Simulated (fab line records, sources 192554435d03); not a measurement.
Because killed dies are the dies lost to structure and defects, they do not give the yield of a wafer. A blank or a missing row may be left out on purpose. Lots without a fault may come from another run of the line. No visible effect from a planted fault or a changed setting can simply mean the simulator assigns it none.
Which tool did it? ; flow n5-finfet ; 24 lots with 72 wafers sampled at 6 steps, on a route of 1938 steps

== WHAT THE GAUGES SHOWED, per wafer ==
The record holds no reading of a measuring or inspecting step that can be judged against a usual standard deviation.

== WHICH TOOL RAN EACH LOT (tool, then ch and the chambers of the sampled wafers, then the start) ==
lot;N5_BEOL_M1_ETCH_63;N5_BEOL_M1_STRIP_66;N5_BEOL_M1_ALD_98;N5_BEOL_M1_ANNEAL_80;N5_BEOL_M1_SPUTTER_90;N5_BEOL_M1_SPUTTER_92
L074;rie-diel-03 ch 0,1,3, day 5 23:55;rie-diel-03 ch 0,1,3, day 6 00:05;ald-sin-02 ch 1,2, day 6 01:49;pvd-sputter-01, day 6 13:31;pvd-sputter-01, day 6 14:19;pvd-sputter-01, day 6 14:32
L075;rie-diel-05 ch 1,2,3, day 6 10:24;rie-diel-05 ch 1,2,3, day 6 10:34;ald-sin-01 ch 0,3, day 6 11:29;pvd-sputter-02, day 6 14:32;pvd-sputter-02, day 6 15:20;pvd-sputter-02, day 6 15:33
L076;rie-diel-05 ch 0,1,2, day 6 16:13;rie-diel-05 ch 0,1,2, day 6 16:22;ald-sin-01 ch 0,2,3, day 6 17:29;pvd-sputter-01, day 6 19:11;pvd-sputter-01, day 6 19:59;pvd-sputter-01, day 6 20:13
L077;rie-diel-03 ch 1,2,3, day 6 22:10;rie-diel-03 ch 1,2,3, day 6 22:20;ald-sin-02 ch 0,1,2, day 6 23:15;pvd-sputter-03, day 7 02:47;pvd-sputter-03, day 7 03:35;pvd-sputter-03, day 7 03:48
L078;rie-diel-06 ch 0,2, day 7 11:32;rie-diel-06 ch 0,2, day 7 11:42;ald-sin-01 ch 0,1, day 7 12:31;pvd-sputter-02, day 8 05:23;pvd-sputter-02, day 8 06:11;pvd-sputter-02, day 8 06:25
L079;rie-diel-06 ch 1,2, day 7 16:38;rie-diel-06 ch 1,2, day 7 16:47;ald-sin-01 ch 0,2, day 7 17:46;pvd-sputter-03, day 8 06:22;pvd-sputter-03, day 8 07:10;pvd-sputter-03, day 8 07:23
L080;rie-diel-05 ch 0,1, day 7 16:57;rie-diel-05 ch 0,1, day 7 17:06;ald-sin-04 ch 0,1,3, day 7 18:10;pvd-sputter-02, day 8 07:26;pvd-sputter-02, day 8 08:14;pvd-sputter-02, day 8 08:27
L081;rie-diel-03 ch 0,1, day 7 21:13;rie-diel-03 ch 0,1, day 7 21:22;ald-sin-01 ch 0,1,3, day 7 22:23;pvd-sputter-02, day 8 11:28;pvd-sputter-02, day 8 12:16;pvd-sputter-02, day 8 12:29
L082;rie-diel-05 ch 0,1,3, day 7 23:50;rie-diel-05 ch 0,1,3, day 7 23:59;ald-sin-02 ch 0,1,2, day 8 01:02;pvd-sputter-03, day 8 09:13;pvd-sputter-03, day 8 10:01;pvd-sputter-03, day 8 10:14
L083;rie-diel-03 ch 0,2, day 8 03:34;rie-diel-03 ch 0,2, day 8 03:43;ald-sin-01 ch 1,2, day 8 04:43;pvd-sputter-03, day 8 12:54;pvd-sputter-03, day 8 13:42;pvd-sputter-03, day 8 13:55
L084;rie-diel-03 ch 1,2,3, day 8 08:34;rie-diel-03 ch 1,2,3, day 8 08:43;ald-sin-04 ch 0,1,2, day 8 09:38;pvd-sputter-02, day 8 13:46;pvd-sputter-02, day 8 14:34;pvd-sputter-02, day 8 14:47
L085;rie-diel-05 ch 1,3, day 8 19:52;rie-diel-05 ch 1,3, day 8 20:01;ald-sin-01 ch 0,2, day 8 21:10;pvd-sputter-03, day 8 23:08;pvd-sputter-03, day 8 23:56;pvd-sputter-03, day 9 00:10
L086;rie-diel-06 ch 0,1,2, day 9 04:29;rie-diel-06 ch 0,1,2, day 9 04:38;ald-sin-01 ch 1,2, day 9 05:26;pvd-sputter-02, day 9 12:53;pvd-sputter-02, day 9 13:41;pvd-sputter-02, day 9 13:55
L087;rie-diel-05 ch 1,2, day 9 09:20;rie-diel-05 ch 1,2, day 9 09:29;ald-sin-04 ch 0,1,2, day 9 10:17;pvd-sputter-01, day 9 16:36;pvd-sputter-01, day 9 17:24;pvd-sputter-01, day 9 17:37
L088;rie-diel-06 ch 1,2,3, day 9 14:16;rie-diel-06 ch 1,2,3, day 9 14:25;ald-sin-01 ch 2,3, day 9 15:13;pvd-sputter-03, day 9 17:50;pvd-sputter-03, day 9 18:38;pvd-sputter-03, day 9 18:51
L089;rie-diel-05 ch 1,2,3, day 9 17:19;rie-diel-05 ch 1,2,3, day 9 17:28;ald-sin-04 ch 0,1,2, day 9 18:46;pvd-sputter-03, day 10 01:55;pvd-sputter-03, day 10 02:43;pvd-sputter-03, day 10 02:56
L090;rie-diel-06 ch 0,1,3, day 9 22:14;rie-diel-06 ch 0,1,3, day 9 22:23;ald-sin-02 ch 0,1,3, day 9 23:24;pvd-sputter-03, day 10 03:45;pvd-sputter-03, day 10 04:33;pvd-sputter-03, day 10 04:46
L091;rie-diel-06 ch 0,1, day 10 13:04;rie-diel-06 ch 0,1, day 10 13:19;ald-sin-01 ch 1,2,3, day 10 14:44;pvd-sputter-02, day 10 21:20;pvd-sputter-02, day 10 22:08;pvd-sputter-02, day 10 22:21
L092;rie-diel-03 ch 0,1,2, day 10 13:44;rie-diel-03 ch 0,1,2, day 10 13:54;ald-sin-01 ch 0,1,3, day 10 14:49;pvd-sputter-01, day 10 21:39;pvd-sputter-01, day 10 22:27;pvd-sputter-01, day 10 22:40
L093;rie-diel-05 ch 0,3, day 11 03:04;rie-diel-05 ch 0,3, day 11 03:13;ald-sin-01 ch 1,2,3, day 11 04:40;pvd-sputter-03, day 11 07:11;pvd-sputter-03, day 11 07:59;pvd-sputter-03, day 11 08:13
L094;rie-diel-06 ch 1,3, day 11 06:47;rie-diel-06 ch 1,3, day 11 06:56;ald-sin-02 ch 1,2, day 11 07:52;pvd-sputter-03, day 11 11:03;pvd-sputter-03, day 11 11:51;pvd-sputter-03, day 11 12:04
L095;rie-diel-06 ch 0,2, day 11 13:09;rie-diel-06 ch 0,2, day 11 13:19;ald-sin-01 ch 0,1,2, day 11 14:15;pvd-sputter-02, day 11 19:58;pvd-sputter-02, day 11 20:46;pvd-sputter-02, day 11 20:59
L096;rie-diel-06 ch 0,1,3, day 11 16:18;rie-diel-06 ch 0,1,3, day 11 16:28;ald-sin-02 ch 0,1,2, day 11 17:16;pvd-sputter-03, day 11 22:38;pvd-sputter-03, day 11 23:26;pvd-sputter-03, day 11 23:39
L097;rie-diel-06 ch 0,3, day 12 00:33;rie-diel-06 ch 0,3, day 12 00:43;ald-sin-02 ch 0,1,2, day 12 01:44;pvd-sputter-02, day 12 04:52;pvd-sputter-02, day 12 05:40;pvd-sputter-02, day 12 05:53
- N5_BEOL_M1_ETCH_63: etches SiARC in CF4, target depth 15.6 nm, time 26 s.
- N5_BEOL_M1_STRIP_66: strips in CF4.
- N5_BEOL_M1_ALD_98: deposits SiO2, target thk 2.5 nm, pulse time 1 s, co reactant pulse time 1 s.
- N5_BEOL_M1_ANNEAL_80: time 240 s.
- N5_BEOL_M1_SPUTTER_90: material Cu, target thk 4.5 nm, time 8.29 s.
- N5_BEOL_M1_SPUTTER_92: material Cu, target thk 4.5 nm, time 8.29 s.

== AS READ BY THE TOOLS THEMSELVES (means over the sampled wafers that have a number; for cases with no such wafer, the mark the record gives instead) ==
N5_BEOL_M1_ETCH_63. Usual: drypump-motor-current-A 5.40 A, standard deviation 0.27; etch-rf-on-time-s 25.8 s, standard deviation 0.53; oes-product-au 0.67 a.u., standard deviation 0.086; rf-vpp-V 184.4 V, standard deviation 1; showerhead-plenum-p-Torr 2.16 Torr, standard deviation 0.051; throttle-valve-pct 15.60 %, standard deviation 0.27.
lot;tool;drypump-motor-current-A (A);etch-rf-on-time-s (s);oes-product-au (a.u.);rf-vpp-V (V);showerhead-plenum-p-Torr (Torr);throttle-valve-pct (%);flag
L074;rie-diel-03;5.45;26.3;0.64;184.9;2.20;15.60;
L075;rie-diel-05;5.48;25.5;0.69;184.0;2.14;15.45;
L076;rie-diel-05;5.38;25.7;0.67;184.6;2.17;15.58;
L077;rie-diel-03;5.22;26.4;0.63;184.7;2.20;15.75;
L078;rie-diel-06;5.36;25.7;0.64;184.1;2.19;15.64;
L079;rie-diel-06;5.59;26.2;0.60;184.4;2.18;15.89;
L080;rie-diel-05;5.17;26.0;0.66;184.5;2.16;15.71;
L081;rie-diel-03;5.50;26.2;0.67;185.4;2.23;15.51;
L082;rie-diel-05;5.25;25.8;0.67;184.2;2.14;15.57;
L083;rie-diel-03;5.70;26.7;0.60;183.8;2.12;15.51;
L084;rie-diel-03;5.22;26.3;0.63;185.1;2.20;15.76;
L085;rie-diel-05;5.38;25.7;0.68;183.4;2.12;15.45;
L086;rie-diel-06;5.46;25.5;0.70;183.8;2.18;15.62;
L087;rie-diel-05;5.53;25.3;0.78;184.3;2.12;15.17;
L088;rie-diel-06;5.54;25.9;0.68;183.1;2.16;15.72;
L089;rie-diel-05;5.48;25.6;0.73;184.8;2.13;15.35;
L090;rie-diel-06;5.28;25.7;0.68;184.3;2.18;15.57;
L091;rie-diel-06;5.33;25.1;0.74;184.6;2.20;15.43;
L092;rie-diel-03;5.48;26.3;0.62;184.6;2.16;15.61;
L093;rie-diel-05;5.12;25.8;0.76;183.5;2.17;15.56;
L094;rie-diel-06;5.35;25.8;0.66;184.4;2.16;15.68;
L095;rie-diel-06;5.63;25.5;0.63;184.5;2.16;15.84;
L096;rie-diel-06;5.28;25.3;0.66;184.2;2.18;15.60;
L097;rie-diel-06;5.16;25.5;0.61;185.0;2.18;15.66;

N5_BEOL_M1_STRIP_66. Usual: drypump-motor-current-A 5.40 A, standard deviation 0.27; oes-product-au 0.77 a.u., standard deviation 0.093; power-w 300.1 W, standard deviation 0.89; rf-vpp-V 271.6 V, standard deviation 1.2; showerhead-plenum-p-Torr 1.81 Torr, standard deviation 0.041; throttle-valve-pct 13.57 %, standard deviation 0.29.
lot;tool;drypump-motor-current-A (A);oes-product-au (a.u.);power-w (W);rf-vpp-V (V);showerhead-plenum-p-Torr (Torr);throttle-valve-pct (%);flag
L074;rie-diel-03;5.45;0.75;300.1;272.4;1.84;13.58;
L075;rie-diel-05;5.50;0.79;299.3;271.7;1.79;13.41;
L076;rie-diel-05;5.40;0.77;300.8;271.2;1.81;13.57;
L077;rie-diel-03;5.24;0.73;299.9;271.8;1.84;13.73;
L078;rie-diel-06;5.34;0.74;299.8;272.5;1.83;13.63;
L079;rie-diel-06;5.58;0.70;300.3;271.9;1.82;13.88;
L080;rie-diel-05;5.16;0.76;300.5;271.5;1.81;13.69;
L081;rie-diel-03;5.49;0.78;300.2;272.4;1.86;13.45;
L082;rie-diel-05;5.26;0.77;300.3;271.3;1.79;13.54;
L083;rie-diel-03;5.70;0.71;301.1;270.7;1.77;13.53;
L084;rie-diel-03;5.24;0.72;300.4;273.1;1.84;13.77;
L085;rie-diel-05;5.36;0.78;298.6;271.5;1.76;13.42;
L086;rie-diel-06;5.47;0.80;300.3;272.7;1.82;13.57;
L087;rie-diel-05;5.53;0.90;298.9;271.0;1.77;13.12;
L088;rie-diel-06;5.54;0.79;300.1;272.2;1.81;13.69;
L089;rie-diel-05;5.48;0.84;300.7;271.3;1.78;13.29;
L090;rie-diel-06;5.28;0.78;299.7;272.0;1.83;13.54;
L091;rie-diel-06;5.34;0.85;300.0;271.6;1.84;13.36;
L092;rie-diel-03;5.50;0.72;300.2;271.4;1.81;13.60;
L093;rie-diel-05;5.13;0.87;300.8;271.9;1.81;13.52;
L094;rie-diel-06;5.37;0.76;299.7;271.7;1.80;13.65;
L095;rie-diel-06;5.61;0.72;300.4;272.2;1.81;13.85;
L096;rie-diel-06;5.27;0.77;300.2;271.0;1.82;13.57;
L097;rie-diel-06;5.17;0.70;299.7;272.2;1.82;13.65;

N5_BEOL_M1_ALD_98. Usual: heater-power-w 77 W, standard deviation 6; precursor-pulse-height-rel 1.001, standard deviation 0.02.
lot;tool;heater-power-w (W);precursor-pulse-height-rel;flag
L074;ald-sin-02;78;1.007;
L075;ald-sin-01;80;1.002;
L076;ald-sin-01;78;1.014;
L077;ald-sin-02;73;1.007;
L078;ald-sin-01;80;1.005;
L079;ald-sin-01;76;1.016;
L080;ald-sin-04;82;1.023;
L081;ald-sin-01;78;1.011;
L082;ald-sin-02;73;1.002;
L083;ald-sin-01;76;0.995;
L084;ald-sin-04;82;0.971;
L085;ald-sin-01;81;1.007;
L086;ald-sin-01;78;0.983;
L087;ald-sin-04;82;1.004;
L088;ald-sin-01;75;0.996;
L089;ald-sin-04;81;1.015;
L090;ald-sin-02;73;1.007;
L091;ald-sin-01;77;1.003;
L092;ald-sin-01;79;1.017;
L093;ald-sin-01;76;0.979;
L094;ald-sin-02;78;0.987;
L095;ald-sin-01;79;1.007;
L096;ald-sin-02;74;0.998;
L097;ald-sin-02;73;0.993;

N5_BEOL_M1_ANNEAL_80. Usual: heater-power-w 842 W, standard deviation 89; susceptor_temp_C_max 400.8, standard deviation 0.4.
lot;tool;heater-power-w (W);susceptor_temp_C_max;flag
L074;pvd-sputter-01;828;401.0;
L075;pvd-sputter-02;887;400.9;
L076;pvd-sputter-01;800;400.9;
L077;pvd-sputter-03;805;400.7;
L078;pvd-sputter-02;904;400.7;
L079;pvd-sputter-03;791;401.0;
L080;pvd-sputter-02;840;401.3;
L081;pvd-sputter-02;910;400.8;
L082;pvd-sputter-03;805;400.4;
L083;pvd-sputter-03;858;400.8;
L084;pvd-sputter-02;848;400.8;
L085;pvd-sputter-03;751;400.4;
L086;pvd-sputter-02;805;401.2;
L087;pvd-sputter-01;806;401.4;
L088;pvd-sputter-03;741;400.5;
L089;pvd-sputter-03;880;400.7;
L090;pvd-sputter-03;807;400.6;
L091;pvd-sputter-02;905;400.5;
L092;pvd-sputter-01;831;401.4;
L093;pvd-sputter-03;863;400.5;
L094;pvd-sputter-03;798;400.8;
L095;pvd-sputter-02;912;401.0;
L096;pvd-sputter-03;824;400.4;
L097;pvd-sputter-02;838;401.0;

N5_BEOL_M1_SPUTTER_90. Usual: throttle-valve-pct 29.3 %, standard deviation 1.2.
lot;tool;throttle-valve-pct (%);flag
L074;pvd-sputter-01;30.0;
L075;pvd-sputter-02;29.4;
L076;pvd-sputter-01;30.0;
L077;pvd-sputter-03;28.8;
L078;pvd-sputter-02;30.3;
L079;pvd-sputter-03;28.9;
L080;pvd-sputter-02;30.2;
L081;pvd-sputter-02;29.7;
L082;pvd-sputter-03;28.5;
L083;pvd-sputter-03;29.7;
L084;pvd-sputter-02;29.9;
L085;pvd-sputter-03;28.4;
L086;pvd-sputter-02;28.6;
L087;pvd-sputter-01;29.1;
L088;pvd-sputter-03;28.2;
L089;pvd-sputter-03;29.7;
L090;pvd-sputter-03;28.9;
L091;pvd-sputter-02;29.7;
L092;pvd-sputter-01;28.8;
L093;pvd-sputter-03;29.4;
L094;pvd-sputter-03;29.1;
L095;pvd-sputter-02;30.3;
L096;pvd-sputter-03;28.7;
L097;pvd-sputter-02;29.0;

N5_BEOL_M1_SPUTTER_92. Usual: throttle-valve-pct 29.4 %, standard deviation 1.2.
lot;tool;throttle-valve-pct (%);flag
L074;pvd-sputter-01;30.0;
L075;pvd-sputter-02;29.4;
L076;pvd-sputter-01;30.0;
L077;pvd-sputter-03;28.8;
L078;pvd-sputter-02;30.2;
L079;pvd-sputter-03;29.0;
L080;pvd-sputter-02;30.2;
L081;pvd-sputter-02;29.8;
L082;pvd-sputter-03;28.8;
L083;pvd-sputter-03;29.9;
L084;pvd-sputter-02;30.1;
L085;pvd-sputter-03;28.4;
L086;pvd-sputter-02;28.6;
L087;pvd-sputter-01;29.1;
L088;pvd-sputter-03;28.2;
L089;pvd-sputter-03;29.7;
L090;pvd-sputter-03;29.0;
L091;pvd-sputter-02;29.7;
L092;pvd-sputter-01;29.0;
L093;pvd-sputter-03;29.5;
L094;pvd-sputter-03;29.2;
L095;pvd-sputter-02;30.3;
L096;pvd-sputter-03;28.6;
L097;pvd-sputter-02;29.0;

== THE ANSWER, worked out from the rows above alone ==
Rule: a lot is off if the mean of its wafers that have a number lies more than 3 standard deviations from the usual mean. A lot without any number at a reading at which 4 lots or more have one is off too. Any other lot the step has rows for is counted as sound. The gauges are gone through in route order, then the tools' own readings, and for those a lot's mean is taken as printed above. The first step at which some lot is off is used, and at that step the reading that is off furthest; a lot without a number counts as furthest.
No lot is off on any of the readings shown, so nothing can be concluded from this.

== WHAT THE SIMULATOR PUT IN ==
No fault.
